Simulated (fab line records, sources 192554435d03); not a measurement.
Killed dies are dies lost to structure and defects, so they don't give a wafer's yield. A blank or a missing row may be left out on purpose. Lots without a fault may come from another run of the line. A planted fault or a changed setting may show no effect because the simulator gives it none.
Chamber matching | flow n5_finfet | N5_BEOL_M0_SAQP_ETCH_101 on rie_diel-01: 4 sister chambers
The step etches SiNx in CH3F/O2, target depth 29.9 nm, time 42.7 s. 8 wafers are shown with their chamber, then 8 later ones without.

WAFERS WITH THEIR CHAMBER
wafer  | chamber | showerhead_plenum_p_Torr (Torr) | throttle_valve_pct (%)
L078.1 | 3       | 2.05                            | 16.21
L078.5 | 2       | 1.94                            | 16.03
L088.2 | 1       | 2.01                            | 16.31
L088.5 | 3       | 2.04                            | 16.24
L090.2 | 1       | 2.01                            | 16.28
L090.3 | 0       | 2.12                            | 16.44
L090.6 | 2       | 1.93                            | 16.08
L092.2 | 0       | 2.12                            | 16.45

WAFERS WITHOUT THEIR CHAMBER
wafer  | showerhead_plenum_p_Torr (Torr) | throttle_valve_pct (%)
L092.4 | 2.04                            | 16.27
L092.5 | 2.12                            | 16.47
L094.1 | 1.93                            | 16.11
L094.3 | 2.00                            | 16.30
L094.4 | 2.12                            | 16.45
L095.2 | 1.93                            | 16.09
L095.4 | 2.12                            | 16.45
L095.5 | 2.00                            | 16.31

WHICH CHAMBER EACH WENT THROUGH
wafer  | from the rows above | in truth
L092.4 | 3                   | 3
L092.5 | 0                   | 0
L094.1 | 2                   | 2
L094.3 | 1                   | 1
L094.4 | 0                   | 0
L095.2 | 2                   | 2
L095.4 | 0                   | 0
L095.5 | 1                   | 1
Placed correctly: 8 of 8. Can't be placed from these rows: 0. Placed wrongly: 0.
How it was worked out, from the rows above alone: a wafer's distance from a chamber is the root of the sum, over the readings, of the square of ((its reading less the chamber's mean) divided by the reading's scatter). The wafer belongs to the nearest chamber; if the next one is less than 2 further off, it can't be placed. A chamber's mean is the mean of its shown wafers. The scatter: the root of (the sum of the squares of (reading less its chamber's mean) over the shown wafers, divided by (wafers less chambers)).
